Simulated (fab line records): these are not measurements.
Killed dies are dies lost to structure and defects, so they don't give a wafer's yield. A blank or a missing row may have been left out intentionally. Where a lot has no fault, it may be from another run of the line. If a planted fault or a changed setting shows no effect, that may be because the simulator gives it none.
fab line records | flow n5Finfet | part 1 of 2: steps 1 to 4 of 6
record: lots: 22 | wafers: 66 | lastDay: 18
route steps=1938 shown DUMMY_GATE@243 SD_EPI_N@270 SD_EPI_P@306
lots that met no fault: from a run of the same line without faults
startH: hours from the record's opening day to when the first of the lot's shown wafers began | waitH: hours elapsed since this lot's preceding step | " same as the row above | L1.1+2: one row covering several wafers at once | - no value, or no start given | * or withheld: withheld | < > ~ a bound
route shown NAME@n: a module of which the file shows steps, and the number in the route of the first | usual: mean and standard deviation over wafers with no fault | same: alike in all rows | chamber/n: place in a boat | sites: the reading at each site | _std_site: how widely they spread, as a standard deviation | _edge_site: the outer-site mean with the inner-site mean subtracted | radiusMm: for every site, how far away it sits from the centre of the wafer | mask NAME#n: copy n | behind: tool/chamber where the wafer was last shaped | hold: what put the lot on hold/how long, in hours/how the hold closed | device: the transistor (n, p or np) that didn't switch | end of line: the tests these same wafers got at the end of their route | a step given without rows: its recipe and nothing more | killed: count of dies lost to structure and defects at first sort (not the wafer's yield) | map: dies across one wafer; x = killed, . = not, _ = none there
set.NAME: the run value of the setting; set.NAME@STEP: its run value at that earlier step | model.NAME: the simulator's own value behind a step, which no gauge read
route steps across a sampled set of lots; one table per step, one row per wafer
services: from which hour (startH, from the record's first day; less than 0 if before it) a tool's chamber was out of use, for how many hours, and why
== steps ==
step: N5_DUMMY_GATE_ETCH_31
recipe: chemistry: C4F6/O2 | target: SiO2 | maskMaterial: SOC | targetDepthA: 825 | timeS: 27.5 | ionEnergyEv: 250 | pressureMtorr: 30 | sourceW: 345 | biasW: 185 | Ar_flow_sccm: 300 | C4F6_flow_sccm: 10 | O2_flow_sccm: 10
usual: drypumpMotorCurrentA: 5.8/0.61 | oesProductAu: 0.76/0.075 | rfVppV: 667/13 | showerheadPlenumPTorr: 2.86/0.085 | throttleValvePct: 21.1/0.35
lot.wafer | tool       | chamber | startH | waitH | drypumpMotorCurrentA | oesProductAu | rfHoursCounterH | rfVppV | showerheadPlenumPTorr | throttleValvePct
L074.2    | rieDiel-03 | 2       | 48.18  | 0.0   | 5.6                  | 0.77         | 161             | 673    | 2.84                  | 21.3
L074.5    | "          | 3       | "      | "     | 5.8                  | 0.83         | -               | 668    | 2.88                  | 20.9
L074.6    | "          | 0       | "      | "     | 5.1                  | 0.72         | -               | 667    | 2.85                  | 21.5
L075.1    | rieDiel-04 | 0       | 54.79  | 0.0   | 5.9                  | 0.78         | 100             | 642    | 2.64                  | 21.0
L075.2    | "          | 3       | "      | "     | 6.3                  | 0.75         | 173             | 665    | 2.85                  | 21.1
L075.6    | "          | 3       | "      | "     | 6.3                  | 0.75         | -               | 666    | 2.85                  | 21.1
L076.3    | rieDiel-02 | 2       | 58.79  | 0.0   | 4.6                  | 0.69         | 221             | 666    | 2.95                  | 21.5
L076.5    | "          | 0       | "      | "     | 5.8                  | 0.73         | -               | 644    | 2.95                  | 21.7
L076.6    | "          | 2       | "      | "     | 4.6                  | 0.71         | -               | 666    | 2.95                  | 21.5
L077.1    | rieDiel-02 | 3       | 63.81  | 0.3   | 6.6                  | 0.95         | 7               | 673    | 2.81                  | 20.7
L077.3    | "          | 2       | "      | "     | 4.7                  | 0.71         | 223             | 666    | 2.95                  | 21.5
L077.6    | "          | 3       | "      | "     | 6.6                  | 0.96         | -               | 675    | 2.81                  | 20.7
L078.1    | rieDiel-04 | 1       | 70.96  | 0.0   | 5.3                  | 0.87         | 62              | 684    | 2.76                  | 20.7
L078.2    | "          | 3       | "      | "     | 6.2                  | 0.74         | 178             | 665    | 2.85                  | 21.1
L078.6    | "          | 1       | "      | "     | 5.3                  | 0.86         | -               | 683    | 2.76                  | 20.7
L079.1    | rieDiel-02 | 3       | 78.34  | 0.0   | 6.6                  | 0.94         | 12              | 673    | 2.81                  | 20.8
L079.4    | "          | 0       | "      | "     | 5.7                  | 0.71         | 185             | 644    | 2.95                  | 21.7
L079.5    | "          | 3       | "      | "     | 6.6                  | 0.94         | -               | 674    | 2.81                  | 20.8
L080.3    | rieDiel-02 | 1       | 84.54  | 0.0   | 6.6                  | 0.72         | 167             | 674    | 2.93                  | 21.2
L080.4    | "          | 3       | "      | "     | 6.6                  | 0.94         | 14              | 672    | 2.81                  | 20.8
L080.5    | "          | 1       | "      | "     | 6.6                  | 0.72         | -               | 676    | 2.93                  | 21.2
L082.2    | rieDiel-02 | 2       | 98.17  | 0.1   | 4.7                  | 0.70         | 236             | 666    | 2.95                  | 21.5
L082.5    | "          | 2       | "      | "     | 4.7                  | 0.69         | -               | 665    | 2.95                  | 21.5
L082.6    | "          | 1       | "      | "     | 6.6                  | 0.72         | -               | 675    | 2.93                  | 21.2
L083.2    | rieDiel-03 | 0       | 103.17 | 0.0   | 5.1                  | 0.71         | 208             | 668    | 2.85                  | 21.6
L083.4    | "          | 3       | "      | "     | 5.8                  | 0.81         | 76              | 668    | 2.88                  | 20.9
L083.6    | "          | 0       | "      | "     | 5.1                  | 0.70         | -               | 669    | 2.85                  | 21.6
L084.1    | rieDiel-03 | 0       | 108.36 | 0.0   | 5.1                  | 0.70         | 210             | 668    | 2.84                  | 21.6
L084.3    | "          | 3       | "      | "     | 5.8                  | 0.80         | 77              | 668    | 2.87                  | 20.9
L084.5    | "          | 1       | "      | "     | 6.3                  | 0.72         | -               | 680    | 2.93                  | 20.8
L085.3    | rieDiel-03 | 0       | 116.36 | 0.1   | 5.1                  | 0.70         | 212             | 669    | 2.84                  | 21.6
L085.4    | "          | 1       | "      | "     | 6.3                  | 0.72         | 200             | 677    | 2.93                  | 20.8
L085.5    | "          | 1       | "      | "     | 6.3                  | 0.71         | -               | 677    | 2.93                  | 20.8
L086.3    | rieDiel-04 | 0       | 120.17 | 0.1   | 5.9                  | 0.77         | 111             | 642    | 2.63                  | 21.0
L086.5    | "          | 3       | "      | "     | 6.2                  | 0.74         | -               | 667    | 2.84                  | 21.1
L086.6    | "          | 0       | "      | "     | 5.9                  | 0.77         | -               | 641    | 2.63                  | 21.0
L087.2    | rieDiel-04 | 3       | 126.31 | 0.0   | 6.3                  | 0.74         | 186             | 666    | 2.84                  | 21.1
L087.4    | "          | 1       | "      | "     | 5.3                  | 0.85         | 70              | 683    | 2.75                  | 20.7
L087.5    | "          | 3       | "      | "     | 6.3                  | 0.73         | -               | 666    | 2.84                  | 21.1
L088.2    | rieDiel-04 | 2       | 131.33 | 0.2   | 5.2                  | 0.76         | 132             | 668    | 2.86                  | 20.8
L088.3    | "          | 1       | "      | "     | 5.3                  | 0.85         | 72              | 684    | 2.75                  | 20.7
L088.6    | "          | 0       | "      | "     | 5.9                  | 0.77         | -               | 643    | 2.63                  | 21.0
L089.1    | rieDiel-03 | 2       | 137.81 | 0.0   | 5.6                  | 0.74         | 194             | 675    | 2.82                  | 21.4
L089.3    | "          | 1       | "      | "     | 6.3                  | 0.70         | 208             | 678    | 2.93                  | 20.8
L089.4    | "          | 0       | "      | "     | 5.1                  | 0.70         | -               | 669    | 2.84                  | 21.6
L090.1    | rieDiel-02 | 3       | 142.85 | 0.0   | 6.6                  | 0.89         | 35              | 673    | 2.80                  | 20.8
L090.2    | "          | 0       | "      | "     | 5.8                  | 0.70         | 209             | 643    | 2.94                  | 21.7
L090.3    | "          | 1       | "      | "     | 6.5                  | 0.70         | 188             | 676    | 2.92                  | 21.2
L092.2    | rieDiel-02 | 3       | 155.53 | 0.0   | 6.6                  | 0.88         | 40              | 673    | 2.80                  | 20.8
L092.4    | "          | 3       | "      | "     | 6.6                  | 0.88         | -               | 674    | 2.80                  | 20.8
L092.5    | "          | 1       | "      | "     | 6.6                  | 0.70         | -               | 674    | 2.92                  | 21.3
L093.2    | rieDiel-04 | 2       | 162.01 | 0.0   | 5.2                  | 0.74         | 142             | 669    | 2.85                  | 20.8
L093.3    | "          | 1       | "      | "     | 5.3                  | 0.84         | 83              | 684    | 2.75                  | 20.7
L093.4    | "          | 0       | "      | "     | 5.9                  | 0.75         | 126             | 641    | 2.62                  | 21.0
L094.3    | rieDiel-02 | 0       | 168.31 | 0.3   | 5.8                  | 0.69         | 217             | 643    | 2.93                  | 21.7
L094.4    | "          | 1       | "      | "     | 6.5                  | 0.69         | -               | 676    | 2.92                  | 21.3
L094.6    | "          | 3       | "      | "     | 6.6                  | 0.87         | -               | 673    | 2.80                  | 20.8
L095.4    | rieDiel-02 | 1       | 173.32 | 0.1   | 6.6                  | 0.70         | -               | 675    | 2.92                  | 21.3
L095.5    | "          | 3       | "      | "     | 6.6                  | 0.87         | -               | 672    | 2.80                  | 20.8
L095.6    | "          | 0       | "      | "     | 5.8                  | 0.68         | -               | 641    | 2.93                  | 21.7
L096.2    | rieDiel-02 | 3       | 177.54 | 0.0   | 6.6                  | 0.87         | 47              | 673    | 2.80                  | 20.8
L096.3    | "          | 2       | "      | "     | 4.6                  | 0.98         | 1               | 665    | 2.94                  | 21.2
L096.5    | "          | 2       | "      | "     | 4.7                  | 0.97         | -               | 666    | 2.94                  | 21.2
L097.1    | rieDiel-03 | 1       | 186.18 | 0.0   | 6.3                  | 0.69         | 225             | 677    | 2.92                  | 20.9
L097.4    | "          | 2       | "      | "     | 5.6                  | 0.74         | 205             | 674    | 2.82                  | 21.4
L097.5    | "          | 2       | "      | "     | 5.6                  | 0.74         | -               | 673    | 2.82                  | 21.4
step: N5_DUMMY_GATE_ETCH_23
recipe: chemistry: HBr/Cl2/O2 | HBr_flow_sccm: 150 | Cl2_flow_sccm: 80 | O2_flow_sccm: 12 | biasW: 102 | targetDepthA: 410 | timeS: 22.3 | target: poly-Si | maskMaterial: SiO2 | pressureMtorr: 10 | icpW: 800
usual: drypumpMotorCurrentA: 5.8/0.37 | mfcCl2Sccm: 80.01/0.23 | oesProductAu: 0.990/0.024 | throttleValvePct: 37.2/0.3
lot.wafer | tool     | chamber | startH | waitH | drypumpMotorCurrentA | mfcCl2Sccm | oesProductAu | rfHoursCounterH | throttleValvePct
L074.2    | rieSi-04 | 0       | 48.46  | 0.0   | 5.5                  | 80.27      | 0.998        | 109             | 37.2
L074.5    | "        | 2       | "      | "     | 5.6                  | 80.24      | 0.981        | -               | 37.3
L074.6    | "        | 1       | "      | "     | 5.4                  | 80.09      | 1.012        | -               | 37.0
L075.1    | rieSi-01 | 3       | 55.07  | 0.0   | 5.9                  | 80.34      | 0.965        | 128             | 37.1
L075.2    | "        | 2       | "      | "     | 5.9                  | 79.98      | 1.004        | 141             | 37.2
L075.6    | "        | 3       | "      | "     | 5.8                  | 80.01      | 0.973        | -               | 37.1
L076.3    | rieSi-06 | 2       | 59.07  | 0.0   | 5.9                  | 80.32      | 0.963        | 7               | 36.9
L076.5    | "        | 0       | "      | "     | 6.0                  | 79.99      | 0.960        | -               | 37.3
L076.6    | "        | 3       | "      | "     | 5.0                  | 80.11      | 1.026        | -               | 36.8
L077.1    | rieSi-06 | 2       | 64.09  | 0.0   | 5.9                  | 80.16      | 0.946        | 7               | 36.9
L077.3    | "        | 0       | "      | "     | 6.0                  | 79.90      | 0.979        | 146             | 37.3
L077.6    | "        | 3       | "      | "     | 5.0                  | 80.00      | 1.036        | -               | 36.8
L078.1    | rieSi-06 | 2       | 71.24  | 0.0   | 5.9                  | 79.67      | 0.944        | 7               | 36.9
L078.2    | "        | 3       | "      | "     | 5.1                  | 80.23      | 1.023        | 17              | 36.8
L078.6    | "        | 3       | "      | "     | 5.0                  | 80.48      | 1.027        | -               | 36.8
L079.1    | rieSi-06 | 3       | 78.62  | 0.0   | 5.0                  | 79.73      | 1.032        | 17              | 36.8
L079.4    | "        | 1       | "      | "     | 5.9                  | 79.91      | 1.005        | 86              | 37.5
L079.5    | "        | 3       | "      | "     | 5.0                  | 80.38      | 1.041        | -               | 36.8
L080.3    | rieSi-01 | 0       | 84.82  | 0.0   | 5.9                  | 79.79      | 0.999        | 12              | 37.0
L080.4    | "        | 1       | "      | "     | 6.3                  | 80.14      | 1.000        | 117             | 37.1
L080.5    | "        | 1       | "      | "     | 6.3                  | 79.74      | 1.000        | -               | 37.1
L082.2    | rieSi-04 | 2       | 98.45  | 0.0   | 5.6                  | 80.15      | 0.972        | 55              | 37.3
L082.5    | "        | 2       | "      | "     | 5.6                  | 80.55      | 0.975        | -               | 37.3
L082.6    | "        | 1       | "      | "     | 5.4                  | 79.74      | 0.995        | -               | 37.0
L083.2    | rieSi-06 | 1       | 103.45 | 0.0   | 6.0                  | 79.84      | 0.996        | 86              | 37.5
L083.4    | "        | 3       | "      | "     | 5.0                  | 79.96      | 1.040        | 18              | 36.8
L083.6    | "        | 1       | "      | "     | 5.9                  | 79.99      | 1.012        | -               | 37.5
L084.1    | rieSi-06 | 2       | 108.64 | 0.0   | 5.9                  | 79.64      | 0.960        | 8               | 36.9
L084.3    | "        | 0       | "      | "     | 5.9                  | 79.90      | 0.969        | 147             | 37.3
L084.5    | "        | 3       | "      | "     | 5.0                  | 79.68      | 1.032        | -               | 36.8
L085.3    | rieSi-04 | 3       | 116.64 | 0.0   | 6.4                  | 80.27      | 0.994        | 150             | 38.1
L085.4    | "        | 1       | "      | "     | 5.4                  | 80.19      | 1.002        | 170             | 37.0
L085.5    | "        | 1       | "      | "     | 5.4                  | 80.01      | 1.002        | -               | 37.0
L086.3    | rieSi-01 | 3       | 120.45 | 0.0   | 5.8                  | 79.94      | 0.965        | 129             | 37.1
L086.5    | "        | 2       | "      | "     | 5.9                  | 80.01      | 1.004        | -               | 37.2
L086.6    | "        | 1       | "      | "     | 6.3                  | 80.31      | 1.016        | -               | 37.1
L087.2    | rieSi-06 | 3       | 126.59 | 0.0   | 5.0                  | 80.11      | 1.034        | 18              | 36.8
L087.4    | "        | 0       | "      | "     | 6.0                  | 80.22      | 0.955        | 147             | 37.4
L087.5    | "        | 0       | "      | "     | 6.0                  | 80.01      | 0.971        | -               | 37.3
L088.2    | rieSi-06 | 1       | 131.61 | 0.0   | 5.9                  | 79.98      | 0.990        | 87              | 37.5
L088.3    | "        | 0       | "      | "     | 6.0                  | 79.89      | 0.956        | 147             | 37.3
L088.6    | "        | 2       | "      | "     | 5.9                  | 79.71      | 0.957        | -               | 36.9
L089.1    | rieSi-01 | 2       | 138.08 | 0.0   | 5.8                  | 79.99      | 0.998        | 142             | 37.2
L089.3    | "        | 1       | "      | "     | 6.3                  | 80.09      | 1.016        | 119             | 37.1
L089.4    | "        | 0       | "      | "     | 5.9                  | 80.08      | 1.001        | 13              | 37.0
L090.1    | rieSi-06 | 1       | 143.13 | 0.0   | 5.9                  | 79.68      | 0.990        | 87              | 37.5
L090.2    | "        | 0       | "      | "     | 6.0                  | 79.56      | 0.967        | 147             | 37.4
L090.3    | "        | 3       | "      | "     | 5.0                  | 79.76      | 1.035        | 19              | 36.8
L092.2    | rieSi-01 | 2       | 155.81 | 0.0   | 5.9                  | 79.77      | 0.998        | 142             | 37.2
L092.4    | "        | 3       | "      | "     | 5.8                  | 79.93      | 0.968        | 130             | 37.1
L092.5    | "        | 0       | "      | "     | 5.9                  | 79.89      | 0.985        | -               | 37.0
L093.2    | rieSi-01 | 1       | 162.29 | 0.0   | 6.2                  | 79.93      | 0.995        | 119             | 37.1
L093.3    | "        | 2       | "      | "     | 5.8                  | 80.19      | 0.984        | 142             | 37.2
L093.4    | "        | 3       | "      | "     | 5.8                  | 80.16      | 0.962        | 130             | 37.1
L094.3    | rieSi-06 | 0       | 168.59 | 0.0   | 5.9                  | 80.69      | 0.962        | 148             | 37.3
L094.4    | "        | 2       | "      | "     | 5.9                  | 79.89      | 0.952        | 9               | 36.9
L094.6    | "        | 0       | "      | "     | 6.0                  | 80.14      | 0.970        | -               | 37.3
L095.4    | rieSi-01 | 0       | 173.57 | 0.0   | 5.9                  | 79.93      | 0.982        | 14              | 37.0
L095.5    | "        | 2       | "      | "     | 5.8                  | 79.70      | 1.004        | -               | 37.2
L095.6    | "        | 1       | "      | "     | 6.3                  | 80.08      | 1.005        | -               | 37.1
L096.2    | rieSi-06 | 2       | 177.82 | 0.0   | 6.0                  | 80.22      | 0.954        | 9               | 36.9
L096.3    | "        | 3       | "      | "     | 5.0                  | 80.04      | 1.032        | 19              | 36.8
L096.5    | "        | 2       | "      | "     | 5.9                  | 80.29      | 0.948        | -               | 36.9
L097.1    | rieSi-04 | 3       | 186.46 | 0.0   | 6.3                  | 79.83      | 1.001        | 151             | 38.1
L097.4    | "        | 1       | "      | "     | 5.4                  | 79.94      | 1.001        | 171             | 37.0
L097.5    | "        | 2       | "      | "     | 5.6                  | 80.17      | 0.975        | -               | 37.3
step: N5_DUMMY_GATE_ETCH_44
recipe: chemistry: HBr/O2 | overEtchFrac: 0.7 | targetDepthA: 1275 | stopOn: SiO2 | ionEnergyEv: 60 | biasW: 20 | target: poly-Si | maskMaterial: SiO2 | pressureMtorr: 20 | icpW: 400 | HBr_flow_sccm: 120 | O2_flow_sccm: 10
usual: drypumpMotorCurrentA: 5.8/0.37 | oesProductAu: 0.724/0.013 | throttleValvePct: 18.44/0.2
lot.wafer | tool     | chamber | startH | waitH | drypumpMotorCurrentA | oesProductAu | rfHoursCounterH | throttleValvePct
L074.2    | rieSi-04 | 0       | 48.52  | 0.0   | 5.5                  | 0.743        | 109             | 18.56
L074.5    | "        | 2       | "      | "     | 5.6                  | 0.716        | -               | 18.41
L074.6    | "        | 1       | "      | "     | 5.4                  | 0.717        | -               | 18.32
L075.1    | rieSi-01 | 3       | 55.13  | 0.0   | 5.8                  | 0.707        | 128             | 18.64
L075.2    | "        | 2       | "      | "     | 5.8                  | 0.738        | 141             | 18.56
L075.6    | "        | 3       | "      | "     | 5.8                  | 0.716        | -               | 18.62
L076.3    | rieSi-06 | 2       | 59.13  | 0.0   | 5.9                  | 0.720        | 7               | 18.17
L076.5    | "        | 0       | "      | "     | 6.0                  | 0.706        | -               | 18.51
L076.6    | "        | 3       | "      | "     | 5.0                  | 0.740        | -               | 18.26
L077.1    | rieSi-06 | 2       | 64.15  | 0.0   | 5.9                  | 0.716        | 7               | 18.14
L077.3    | "        | 0       | "      | "     | 6.0                  | 0.716        | 146             | 18.54
L077.6    | "        | 3       | "      | "     | 5.1                  | 0.745        | -               | 18.27
L078.1    | rieSi-06 | 2       | 71.29  | 0.0   | 5.9                  | 0.710        | 7               | 18.17
L078.2    | "        | 3       | "      | "     | 5.0                  | 0.733        | 17              | 18.27
L078.6    | "        | 3       | "      | "     | 5.0                  | 0.742        | -               | 18.25
L079.1    | rieSi-06 | 3       | 78.68  | 0.0   | 5.0                  | 0.741        | 17              | 18.26
L079.4    | "        | 1       | "      | "     | 5.9                  | 0.721        | 86              | 18.54
L079.5    | "        | 3       | "      | "     | 5.0                  | 0.738        | -               | 18.25
L080.3    | rieSi-01 | 0       | 84.87  | 0.0   | 5.9                  | 0.737        | 12              | 18.18
L080.4    | "        | 1       | "      | "     | 6.3                  | 0.735        | 118             | 18.35
L080.5    | "        | 1       | "      | "     | 6.3                  | 0.721        | -               | 18.36
L082.2    | rieSi-04 | 2       | 98.51  | 0.0   | 5.6                  | 0.715        | 55              | 18.42
L082.5    | "        | 2       | "      | "     | 5.6                  | 0.704        | -               | 18.41
L082.6    | "        | 1       | "      | "     | 5.4                  | 0.731        | -               | 18.32
L083.2    | rieSi-06 | 1       | 103.51 | 0.0   | 6.0                  | 0.732        | 86              | 18.56
L083.4    | "        | 3       | "      | "     | 5.0                  | 0.743        | 18              | 18.26
L083.6    | "        | 1       | "      | "     | 5.9                  | 0.734        | -               | 18.56
L084.1    | rieSi-06 | 2       | 108.70 | 0.0   | 5.9                  | 0.721        | 8               | 18.15
L084.3    | "        | 0       | "      | "     | 6.0                  | 0.707        | 147             | 18.52
L084.5    | "        | 3       | "      | "     | 5.0                  | 0.733        | -               | 18.28
L085.3    | rieSi-04 | 3       | 116.70 | 0.0   | 6.4                  | 0.732        | 150             | 19.05
L085.4    | "        | 1       | "      | "     | 5.3                  | 0.724        | 170             | 18.33
L085.5    | "        | 1       | "      | "     | 5.3                  | 0.731        | -               | 18.32
L086.3    | rieSi-01 | 3       | 120.50 | 0.0   | 5.8                  | 0.709        | 129             | 18.63
L086.5    | "        | 2       | "      | "     | 5.8                  | 0.719        | -               | 18.58
L086.6    | "        | 1       | "      | "     | 6.3                  | 0.711        | -               | 18.35
L087.2    | rieSi-06 | 3       | 126.64 | 0.0   | 5.0                  | 0.745        | 18              | 18.26
L087.4    | "        | 0       | "      | "     | 6.0                  | 0.719        | 147             | 18.53
L087.5    | "        | 0       | "      | "     | 5.9                  | 0.712        | -               | 18.52
L088.2    | rieSi-06 | 1       | 131.66 | 0.0   | 5.9                  | 0.743        | 87              | 18.57
L088.3    | "        | 0       | "      | "     | 6.0                  | 0.708        | 147             | 18.53
L088.6    | "        | 2       | "      | "     | 5.9                  | 0.721        | -               | 18.15
L089.1    | rieSi-01 | 2       | 138.14 | 0.0   | 5.9                  | 0.745        | 142             | 18.57
L089.3    | "        | 1       | "      | "     | 6.3                  | 0.725        | 119             | 18.33
L089.4    | "        | 0       | "      | "     | 5.9                  | 0.723        | 13              | 18.15
L090.1    | rieSi-06 | 1       | 143.19 | 0.0   | 6.0                  | 0.749        | 87              | 18.55
L090.2    | "        | 0       | "      | "     | 6.0                  | 0.703        | 147             | 18.54
L090.3    | "        | 3       | "      | "     | 5.0                  | 0.739        | 19              | 18.26
L092.2    | rieSi-01 | 2       | 155.87 | 0.0   | 5.8                  | 0.728        | 142             | 18.57
L092.4    | "        | 3       | "      | "     | 5.8                  | 0.715        | 130             | 18.63
L092.5    | "        | 0       | "      | "     | 5.9                  | 0.737        | -               | 18.16
L093.2    | rieSi-01 | 1       | 162.35 | 0.0   | 6.3                  | 0.723        | 119             | 18.36
L093.3    | "        | 2       | "      | "     | 5.8                  | 0.727        | 142             | 18.58
L093.4    | "        | 3       | "      | "     | 5.8                  | 0.707        | 130             | 18.63
L094.3    | rieSi-06 | 0       | 168.65 | 0.0   | 6.0                  | 0.714        | 148             | 18.54
L094.4    | "        | 2       | "      | "     | 5.9                  | 0.716        | 9               | 18.18
L094.6    | "        | 0       | "      | "     | 6.0                  | 0.707        | -               | 18.52
L095.4    | rieSi-01 | 0       | 173.63 | 0.0   | 5.9                  | 0.727        | 14              | 18.16
L095.5    | "        | 2       | "      | "     | 5.9                  | 0.734        | -               | 18.57
L095.6    | "        | 1       | "      | "     | 6.3                  | 0.719        | -               | 18.36
L096.2    | rieSi-06 | 2       | 177.88 | 0.0   | 5.9                  | 0.711        | 9               | 18.15
L096.3    | "        | 3       | "      | "     | 5.0                  | 0.733        | 19              | 18.26
L096.5    | "        | 2       | "      | "     | 5.9                  | 0.722        | -               | 18.15
L097.1    | rieSi-04 | 3       | 186.52 | 0.0   | 6.4                  | 0.725        | 151             | 19.06
L097.4    | "        | 1       | "      | "     | 5.4                  | 0.712        | 171             | 18.31
L097.5    | "        | 2       | "      | "     | 5.6                  | 0.722        | -               | 18.42
step: N5_SD_EPI_N_CD_MEAS_09
recipe: targetCdNm: 120 | landingEnergyEv: 500 | detector: seInlens
usual: cdNm: 119.9/0.74
lot.wafer | tool     | chamber | startH | waitH | cdNm
L074.2    | cdSem-01 | 0       | 49.92  | -     | 119.8
L074.5    | "        | 0       | "      | "     | 120.4
L074.6    | "        | 0       | "      | "     | 120.2
L075.1    | cdSem-02 | 0       | 56.52  | -     | 120.5
L075.2    | "        | 0       | "      | "     | 120.6
L075.6    | "        | 0       | "      | "     | 119.9
L076.3    | cdSem-03 | 0       | 60.53  | -     | 119.1
L076.5    | "        | 0       | "      | "     | 119.4
L076.6    | "        | 0       | "      | "     | 119.1
L077.1    | cdSem-03 | 0       | 65.74  | -     | 118.9
L077.3    | "        | 0       | "      | "     | 119.0
L077.6    | "        | 0       | "      | "     | 119.6
L078.1    | cdSem-02 | 0       | 72.62  | -     | 119.2
L078.2    | "        | 0       | "      | "     | 118.9
L078.6    | "        | 0       | "      | "     | 119.8
L079.1    | cdSem-01 | 0       | 80.01  | -     | 120.6
L079.4    | "        | 0       | "      | "     | 120.5
L079.5    | "        | 0       | "      | "     | 120.9
L080.3    | cdSem-01 | 0       | 86.38  | -     | 119.7
L080.4    | "        | 0       | "      | "     | 120.3
L080.5    | "        | 0       | "      | "     | 119.5
L082.2    | cdSem-01 | 0       | 100.34 | -     | 118.2
L082.5    | "        | 0       | "      | "     | 119.3
L082.6    | "        | 0       | "      | "     | 118.9
L083.2    | cdSem-01 | 0       | 105.03 | -     | 118.4
L083.4    | "        | 0       | "      | "     | 119.1
L083.6    | "        | 0       | "      | "     | 118.9
L084.1    | cdSem-01 | 0       | 109.97 | -     | 121.3
L084.3    | "        | 0       | "      | "     | 119.9
L084.5    | "        | 0       | "      | "     | 120.0
L085.3    | cdSem-03 | 0       | 119.03 | -     | 119.8
L085.4    | "        | 0       | "      | "     | 119.6
L085.5    | "        | 0       | "      | "     | 118.7
L086.3    | cdSem-03 | 0       | 121.90 | -     | 119.0
L086.5    | "        | 0       | "      | "     | 119.8
L086.6    | "        | 0       | "      | "     | 119.8
L087.2    | cdSem-02 | 0       | 128.04 | -     | 118.9
L087.4    | "        | 0       | "      | "     | 119.8
L087.5    | "        | 0       | "      | "     | 119.9
L088.2    | cdSem-01 | 0       | 133.33 | -     | 121.3
L088.3    | "        | 0       | "      | "     | 120.2
L088.6    | "        | 0       | "      | "     | 120.9
L089.1    | cdSem-01 | 0       | 139.64 | -     | 121.8
L089.3    | "        | 0       | "      | "     | 121.2
L089.4    | "        | 0       | "      | "     | 120.8
L090.1    | cdSem-01 | 0       | 144.59 | -     | 119.4
L090.2    | "        | 0       | "      | "     | 120.2
L090.3    | "        | 0       | "      | "     | 120.5
L092.2    | cdSem-02 | 0       | 157.27 | -     | 119.8
L092.4    | "        | 0       | "      | "     | 120.3
L092.5    | "        | 0       | "      | "     | 119.4
L093.2    | cdSem-01 | 0       | 163.62 | -     | 119.1
L093.3    | "        | 0       | "      | "     | 119.9
L093.4    | "        | 0       | "      | "     | 119.7
L094.3    | cdSem-02 | 0       | 169.92 | -     | 120.2
L094.4    | "        | 0       | "      | "     | 119.3
L094.6    | "        | 0       | "      | "     | 119.6
L095.4    | cdSem-02 | 0       | 174.97 | -     | 119.6
L095.5    | "        | 0       | "      | "     | 119.6
L095.6    | "        | 0       | "      | "     | 119.5
L096.2    | cdSem-01 | 0       | 179.51 | -     | 119.1
L096.3    | "        | 0       | "      | "     | 119.7
L096.5    | "        | 0       | "      | "     | 118.8
L097.1    | cdSem-03 | 0       | 187.80 | -     | 120.2
L097.4    | "        | 0       | "      | "     | 120.3
L097.5    | "        | 0       | "      | "     | 121.6
